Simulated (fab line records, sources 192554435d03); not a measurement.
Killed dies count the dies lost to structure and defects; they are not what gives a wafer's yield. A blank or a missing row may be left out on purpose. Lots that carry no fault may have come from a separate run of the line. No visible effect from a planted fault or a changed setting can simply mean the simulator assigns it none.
fab line records | flow n5-finfet | part 2 of 2: steps 15 to 25 of 25
[record] lots = 5 wafers = 15 last-day = 22
route steps=1938 shown MOL_CONTACT_COAG@604
lots that met no fault: taken from a fault-free run of the same line
start-h: start of the lot's first displayed wafer, in hours after the record's first day | wait-h: hours from the lot's prior step to this one | " unchanged from the row above | L1.1+2: a row that stands for several wafers | - no value, or no start was given | * or withheld: withheld | < > ~ a bound
route shown NAME@n: NAME is a module with steps in the file, n the number in the route of the first one | usual: mean/standard deviation of fault-free wafers | same: alike in all rows | chamber/n: place in a boat | sites: the reading at each site | _std_site: how widely they spread, as a standard deviation | _edge_site: inner sites' mean taken away from outer sites' mean | radius-mm: how far each site lies from the wafer's centre | mask NAME#n: copy n | behind: the most recent tool/chamber to have shaped the wafer | hold: why the lot went on hold/how many hours it stayed there/how the hold came to an end | device: which transistor (n, p or np) failed to switch | end of line: the same wafers' tests at the end of the route | a step given without rows: its recipe and nothing more | killed: at the first sort, the dies lost to defects and structure; wafer yield is something else | map: a wafer's dies, marking killed ones x, the rest . and places with no die _
set.NAME: the setting as run; set.NAME@STEP: as run at that earlier step | model.NAME: the simulator's own value behind a step, which no gauge read
lots at some steps of the route; a table a step, a row a wafer
services: from which hour (start-h, from the record's first day; less than 0 if before it) a tool's chamber was out of use, for how many hours, and why
[[steps]]
[step N5_MOL_CONTACT_COAG_STRIP_72]
[recipe] chemistry = N2/H2 power-w = 450 temp-c = 40 pressure-mtorr = 20 rf-frequency-hz = 6e+07 overash-fraction = 3 bias-power-w = 7 h2-frac = 0.5 n2-flow-sccm = 200 h2-flow-sccm = 200
[usual] bias-power-w = 6.998/0.018 drypump-motor-current-A = 5.8/0.41 n2-flow-sccm = 200.0/0.63 oes-product-au = 0.77/0.091 rf-vpp-V = 59.3/1.8 showerhead-plenum-p-Torr = 2.57/0.1 throttle-valve-pct = 23.76/0.17
// columns lot.wafer tool chamber start-h wait-h bias-power-w drypump-motor-current-A n2-flow-sccm oes-product-au rf-hours-counter-h rf-vpp-V showerhead-plenum-p-Torr throttle-valve-pct
L082.2 rie-diel-02 2 149.13 0.0 6.980 5.7 199.1 0.80 86 58.4 2.68 23.95
L082.4 " 1 " " 7.029 5.8 199.7 0.73 155 58.5 2.64 23.57
L082.5 " 2 " " 6.991 5.7 199.6 0.82 - 61.2 2.68 23.97
L084.1 rie-diel-02 0 161.63 0.0 6.990 5.6 199.6 0.71 186 59.0 2.42 23.48
L084.2 " 1 " " 7.000 5.7 200.5 0.73 160 58.5 2.64 23.61
L084.3 " 2 " " 7.026 5.7 200.6 0.80 91 63.1 2.68 23.98
L085.3 rie-diel-02 1 168.13 0.0 6.984 5.8 200.2 0.75 162 59.4 2.64 23.57
L085.4 " 2 " " 6.985 5.7 199.9 0.81 93 61.8 2.68 23.95
L085.5 " 2 " " 6.967 5.7 200.8 0.81 - 59.8 2.68 23.98
L086.1 rie-diel-04 3 174.41 0.0 6.994 5.1 199.4 0.69 234 60.1 2.60 24.06
L086.2 " 2 " " 6.997 5.1 199.6 0.70 210 58.2 2.50 23.52
L086.4 " 2 " " 6.979 5.2 198.3 0.71 - 58.6 2.50 23.52
L095.1 rie-diel-05 1 226.54 0.0 6.973 5.4 199.8 0.91 18 60.1 2.72 23.76
L095.2 " 2 " " 6.989 5.8 200.4 0.68 240 56.5 2.60 23.86
L095.3 " 3 " " 7.000 6.6 199.6 0.69 208 60.2 2.62 23.71
[step N5_MOL_CONTACT_COAG_STRIP_49]
[recipe] chemistry = N2/H2 time-s = 30 power-w = 1000 temp-c = 250 pressure-mtorr = withheld n2-flow-sccm = 1750 h2-flow-sccm = 3250
[usual] drypump-motor-current-A = 5.9/0.58 heater-power-w = 308/16 n2-flow-sccm = 1750/5.4
// columns lot.wafer tool chamber start-h wait-h drypump-motor-current-A heater-power-w n2-flow-sccm rf-hours-counter-h
L082.2 plasma-asher-01 1 149.21 - 6.0 291 1754 96
L082.4 " 0 " " 6.0 288 1755 -
L082.5 " 1 " " 6.0 298 1744 -
L084.1 plasma-asher-02 1 161.76 - 5.1 316 1744 58
L084.2 " 0 " " 6.6 321 1756 58
L084.3 " 1 " " 5.1 326 1749 -
L085.3 plasma-asher-02 0 168.23 - 6.6 328 1745 -
L085.4 " 1 " " 5.1 324 1751 -
L085.5 " 1 " " 5.1 322 1747 -
L086.1 plasma-asher-01 1 174.49 - 6.1 295 1752 102
L086.2 " 0 " " 6.0 284 1748 102
L086.4 " 0 " " 6.0 279 1754 -
L095.1 plasma-asher-01 0 226.62 - 6.0 286 1746 111
L095.2 " 1 " " 6.1 295 1746 111
L095.3 " 1 " " 6.1 293 1750 -
[step N5_MOL_CONTACT_COAG_PRECLEAN_138]
[recipe] chemistry = alkaline-clean temp-c = 60 time-s = 60 do-ppb = 50
[usual] bath-guard-temp-C = 59.9/0.53
// columns lot.wafer tool chamber start-h wait-h bath-guard-temp-C
L082.2 wet-bench-05 7 149.30 0.1 60.0
L082.4 " 4 " " 59.0
L082.5 " 6 " " 60.0
L084.1 wet-bench-03 5 161.84 0.1 59.8
L084.2 " 0 " " 59.7
L084.3 " 1 " " 60.3
L085.3 wet-bench-03 0 168.30 0.0 60.0
L085.4 " 3 " " 59.2
L085.5 " 4 " " 61.5
L086.1 wet-bench-03 5 174.58 0.1 60.0
L086.2 " 6 " " 59.0
L086.4 " 4 " " 60.9
L095.1 wet-bench-06 2 226.71 0.1 59.8
L095.2 " 4 " " 60.1
L095.3 " 7 " " 60.1
[step N5_MOL_CONTACT_COAG_SRD_139]
[recipe] dry = ipa-marangoni time-s = 30 temp-c = 23 rinse-liquid = diw
// columns lot.wafer tool chamber start-h wait-h
L082.2+4+5 wet-bench-05 7,4,6 149.32 0.0
L084.1+2+3 wet-bench-03 5,0,1 161.87 0.0
L085.3+4+5 wet-bench-03 0,3,4 168.32 0.0
L086.1+2+4 wet-bench-03 5,6,4 174.60 0.0
L095.1+2+3 wet-bench-06 2,4,7 226.73 0.0
[step N5_MOL_CONTACT_COAG_CD_MEAS_101]
[recipe] target-cd-nm = 16
[usual] cd-nm = 15.98/0.25
// columns lot.wafer tool chamber start-h wait-h cd-nm
L082.2 cd-sem-02 - 149.36 0.0 16.00
L082.4 " - " " 15.74
L082.5 " - " " 16.27
L084.1 cd-sem-01 - 161.91 0.0 16.00
L084.2 " - " " 15.88
L084.3 " - " " 15.79
L085.3 cd-sem-01 - 168.36 0.0 16.09
L085.4 " - " " 16.26
L085.5 " - " " 16.33
L086.1 cd-sem-02 - 174.64 0.0 15.88
L086.2 " - " " 15.54
L086.4 " - " " 15.84
L095.1 cd-sem-02 - 226.77 0.0 16.36
L095.2 " - " " 15.72
L095.3 " - " " 15.97
[step N5_MOL_CONTACT_COAG_PRE_CLEAN_121]
[recipe] gas = H2/He time-s = * temp-c = withheld
// columns lot.wafer tool chamber start-h wait-h
L082.2+4+5 cvd-w-01 1,0,1 149.40 0.0
L084.1+2+3 cvd-w-01 0,1,1 161.95 0.0
L085.3+4+5 cvd-w-01 0,1,0 168.43 0.1
L086.1+2+4 cvd-w-01 0,1,1 174.68 0.0
L095.1+2+3 cvd-w-01 0,1,0 226.81 0.0
[step N5_MOL_CONTACT_COAG_CVD_140]
[recipe] material = W target-thk-a = 665 mode = selective-fill temp-c = 300 time-s = 215
[usual] heater-power-w = 446/52
// columns lot.wafer tool chamber start-h wait-h heater-power-w
L082.2 cvd-w-01 1 149.49 0.1 403
L082.4 " 0 " " 446
L082.5 " 1 " " 409
L084.1 cvd-w-01 0 162.04 0.1 436
L084.2 " 1 " " 403
L084.3 " 1 " " 399
L085.3 cvd-w-01 0 168.57 0.1 440
L085.4 " 1 " " 409
L085.5 " 0 " " 439
L086.1 cvd-w-01 0 174.77 0.1 434
L086.2 " 1 " " 409
L086.4 " 1 " " 410
L095.1 cvd-w-01 0 226.90 0.1 439
L095.2 " 1 " " 410
L095.3 " 0 " " 436
[step N5_MOL_CONTACT_COAG_PRECLEAN_127]
[recipe] chemistry = DIW time-s = 57.5 temp-c = 23
// columns lot.wafer tool chamber start-h wait-h
L082.2+4+5 wet-bench-06 0,3,4 149.77 0.2
L084.1+2+3 wet-bench-05 2,1,7 162.31 0.2
L085.3+4+5 wet-bench-03 4,0,7 168.76 0.1
L086.1+2+4 wet-bench-03 5,3,2 175.04 0.2
L095.1+2+3 wet-bench-03 6,2,7 227.18 0.2
[step N5_MOL_CONTACT_COAG_SRD_128]
[recipe] dry-time-s = 32 dry = n2-spin spin-rpm = 1500
// columns lot.wafer tool chamber start-h wait-h
L082.2+4+5 wet-bench-06 0,3,4 149.79 0.0
L084.1+2+3 wet-bench-05 2,1,7 162.33 0.0
L085.3+4+5 wet-bench-03 4,0,7 168.78 0.0
L086.1+2+4 wet-bench-03 5,3,2 175.06 0.0
L095.1+2+3 wet-bench-03 6,2,7 227.20 0.0
[step N5_MOL_CONTACT_COAG_CMP_52]
[recipe] stop-on = SiO2 t-overpolish-s = 1.5 post-cmp-clean = w-dilute-nh4oh down-force-psi = 4 platen-rpm = 50.289 pad-velocity-m-s = 1.0006 target-thk-nm = 66.5
[usual] motor-current-A = 12.2/1.2 overpolish-run-s = 1.499/0.0086 time-to-endpoint-s = 13.1/2.1
// columns lot.wafer tool chamber start-h wait-h motor-current-A overpolish-run-s time-to-endpoint-s
L082.2 cmp-01 0 149.82 0.0 12.8 1.493 10.8
L082.4 " 1 " " 9.6 1.499 11.1
L082.5 " 1 " " 9.6 1.517 9.0
L084.1 cmp-03 3 162.37 0.0 12.7 1.504 12.5
L084.2 " 1 " " 12.4 1.500 12.0
L084.3 " 2 " " 10.8 1.484 14.7
L085.4 cmp-03 2 168.85 0.1 11.1 1.503 14.6
L085.3 " 3 " " 12.7 1.506 11.4
L085.5 " 1 " " 12.7 1.501 13.6
L086.4 cmp-03 3 175.10 0.0 12.8 1.488 12.4
L086.2 " 1 " " 12.6 1.494 14.2
L086.1 " 2 " " 10.4 1.499 10.1
L095.2 cmp-03 3 227.23 0.0 12.7 1.495 10.9
L095.1 " 0 " " 12.1 1.506 10.8
L095.3 " 2 " " 11.3 1.488 9.5
[step N5_MOL_CONTACT_COAG_THK_MEAS_53]
[recipe] reads = SiO2_of_MOL_CONTACT_COAG_PECVD_31
[usual] VIA_MOL_THK = 43.9/0.62
// columns lot.wafer tool chamber start-h wait-h VIA_MOL_THK[nm]
L082.2 film-metro-02 - 150.12 - 43.7
L082.4 " - " " 44.7
L082.5 " - " " 44.4
L084.1 film-metro-02 - 162.66 - 43.7
L084.2 " - " " 42.5
L084.3 " - " " 43.6
L085.3 film-metro-02 - 169.11 - 44.0
L085.4 " - " " 44.4
L085.5 " - " " 44.6
L086.1 film-metro-01 - 175.39 - 43.1
L086.2 " - " " 43.7
L086.4 " - " " 44.0
L095.1 film-metro-01 - 227.52 - 44.1
L095.2 " - " " 44.1
L095.3 " - " " 43.5
[[services]]
// columns tool chamber start-h hours kind
rie-diel-05 1 126.71 2.8 repair
cmp-01 - 130.49 4.0 pm
ald-sin-01 3 140.26 2.1 repair
rie-diel-05 2 144.20 3.8 repair
rie-diel-04 0 157.01 - clean
rie-diel-04 0 157.01 - consumable-replace:focus-ring
rie-diel-04 0 157.01 - consumable-replace:showerhead
rie-diel-04 0 157.01 20.0 scheduled-down
rie-diel-04 0 157.01 20.0 vent-cycle
rie-diel-05 1 157.39 - clean
rie-diel-05 1 157.39 - consumable-replace:focus-ring
plasma-asher-01 - 159.51 2.8 pm
ald-sin-04 1 168.36 12.8 repair
rie-diel-05 - 172.97 2.8 pm
plasma-asher-01 - 188.82 1.2 repair
plasma-asher-02 - 192.19 0.8 repair
ald-sin-01 0 199.07 7.3 repair
rie-diel-04 3 212.32 - clean
rie-diel-04 3 212.32 - consumable-replace:focus-ring
rie-diel-04 3 212.32 13.7 scheduled-down
rie-diel-04 3 212.32 13.7 vent-cycle
wet-bench-06 - 219.16 1.9 pm
ald-sin-04 - 220.95 0.9 repair
ald-sin-01 1 227.25 4.3 repair
